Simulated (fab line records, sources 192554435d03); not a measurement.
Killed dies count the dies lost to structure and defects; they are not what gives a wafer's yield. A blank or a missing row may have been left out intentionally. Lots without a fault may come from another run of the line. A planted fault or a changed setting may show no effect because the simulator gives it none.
Which tool did it? :: flow n5-finfet :: 24 wafers from 8 lots sampled at 4 of the route's 1938 steps

== WHAT EACH GAUGE READ, for each wafer ==
N5_BEOL_M8_OCD_MEAS_38.
lot: L758
measured: day 9 23:57
on: ocd-02
trench-depth-nm (nm): 90.7 91.3 90.6

lot: L761
measured: day 10 06:58
on: ocd-01
trench-depth-nm (nm): 91.3 90.5 93.8

lot: L762
measured: day 10 10:08
on: ocd-01
trench-depth-nm (nm): 93.3 91.3 93.3

lot: L769
measured: day 12 13:02
on: ocd-01
trench-depth-nm (nm): 101.0 98.8 97.9

lot: L770
measured: day 13 04:50
on: ocd-02
trench-depth-nm (nm): 102.1 98.7 102.6

lot: L774
measured: day 13 12:23
on: ocd-01
trench-depth-nm (nm): 92.4 94.0 92.1

lot: L777
measured: day 14 04:20
on: ocd-02
trench-depth-nm (nm): 93.8 94.3 92.9

lot: L781
measured: day 15 05:45
on: ocd-01
trench-depth-nm (nm): 91.7 90.6 92.1

== WHICH TOOL RAN EACH LOT (tool, then ch and the chambers of the sampled wafers, then the start) ==
lot: L758
N5_BEOL_M8_ETCH_65: rie-diel-05 ch 0,2, day 9 23:34
N5_BEOL_M8_TRENCH_ETCH_37: rie-diel-05 ch 0,2, day 9 23:47
N5_BEOL_M8_ETCH_41: rie-diel-05 ch 0,2, day 9 23:57 or earlier

lot: L761
N5_BEOL_M8_ETCH_65: rie-diel-05 ch 0,1,2, day 10 06:35
N5_BEOL_M8_TRENCH_ETCH_37: rie-diel-05 ch 0,1,2, day 10 06:49
N5_BEOL_M8_ETCH_41: rie-diel-05 ch 0,1,2, day 10 06:58 or earlier

lot: L762
N5_BEOL_M8_ETCH_65: rie-diel-03 ch 2,3, day 10 09:45
N5_BEOL_M8_TRENCH_ETCH_37: rie-diel-03 ch 2,3, day 10 09:58
N5_BEOL_M8_ETCH_41: rie-diel-03 ch 2,3, day 10 10:08 or earlier

lot: L769
N5_BEOL_M8_ETCH_65: rie-diel-05 ch 1,2,3, day 12 12:40
N5_BEOL_M8_TRENCH_ETCH_37: rie-diel-05 ch 1,2,3, day 12 12:53
N5_BEOL_M8_ETCH_41: rie-diel-05 ch 1,2,3, day 12 13:02 or earlier

lot: L770
N5_BEOL_M8_ETCH_65: rie-diel-05 ch 0,1,2, day 13 04:28
N5_BEOL_M8_TRENCH_ETCH_37: rie-diel-05 ch 0,1,2, day 13 04:41
N5_BEOL_M8_ETCH_41: rie-diel-05 ch 0,1,2, day 13 04:50 or earlier

lot: L774
N5_BEOL_M8_ETCH_65: rie-diel-03 ch 0,1,3, day 13 12:00
N5_BEOL_M8_TRENCH_ETCH_37: rie-diel-03 ch 0,1,3, day 13 12:13
N5_BEOL_M8_ETCH_41: rie-diel-03 ch 0,1,3, day 13 12:23 or earlier

lot: L777
N5_BEOL_M8_ETCH_65: rie-diel-01 ch 0,2, day 14 03:58
N5_BEOL_M8_TRENCH_ETCH_37: rie-diel-01 ch 0,2, day 14 04:11
N5_BEOL_M8_ETCH_41: rie-diel-01 ch 0,2, day 14 04:20 or earlier

lot: L781
N5_BEOL_M8_ETCH_65: rie-diel-03 ch 0,1,3, day 15 05:23
N5_BEOL_M8_TRENCH_ETCH_37: rie-diel-03 ch 0,1,3, day 15 05:37
N5_BEOL_M8_ETCH_41: rie-diel-03 ch 0,1,3, day 15 05:45 or earlier
- N5_BEOL_M8_ETCH_65: etches SiARC in CF4, target depth 15.6 nm, time 26 s.
- N5_BEOL_M8_TRENCH_ETCH_37: etches SiCOH lowk in C4F6/O2, target depth 93.478 nm, time 31.2 s.
- N5_BEOL_M8_ETCH_41: etches SiCN in CH3F/O2, target depth 31.9 nm, time 57.8 s.

== THE ANSWER, worked out from the rows above alone ==
Rule: what is usual is taken from the lots themselves. Put in order of their means at a reading, lots are off if they are a third of the lots or fewer, leave a main group of 4 or more, and stand apart from it by a gap of 3 or more times the standard deviation of the main group's means; of several such gaps the widest counts. Not used: any main group whose means are identical at the precision the tables above print for the reading. Also off: a lot with no number at a reading for which 4 or more lots have one. All remaining lots with rows at the step are treated as sound.
Off, at N5_BEOL_M8_OCD_MEAS_38 on trench-depth-nm: L769, L770. The main group has a mean of 92.2 nm with a standard deviation of 0.93.
A tool fits if, at a process step before that reading, it ran every lot that is off, and no sound lot after the first of them. The gauges at N5_BEOL_M8_OCD_MEAS_38 are tried like those tools. With no start given for some of its lots, N5_BEOL_M8_ETCH_41 uses the hours and lot order of N5_BEOL_M8_OCD_MEAS_38. One fits: N5_BEOL_M8_ETCH_65 and N5_BEOL_M8_TRENCH_ETCH_37 and N5_BEOL_M8_ETCH_41 on rie-diel-05. At N5_BEOL_M8_ETCH_65 its last sound lot is L761 (day 10 06:35), its first lot that is off L769 (day 12 12:40): a fault that began between those two fits.

== WHAT WAS PUT IN BY THE SIMULATOR ==
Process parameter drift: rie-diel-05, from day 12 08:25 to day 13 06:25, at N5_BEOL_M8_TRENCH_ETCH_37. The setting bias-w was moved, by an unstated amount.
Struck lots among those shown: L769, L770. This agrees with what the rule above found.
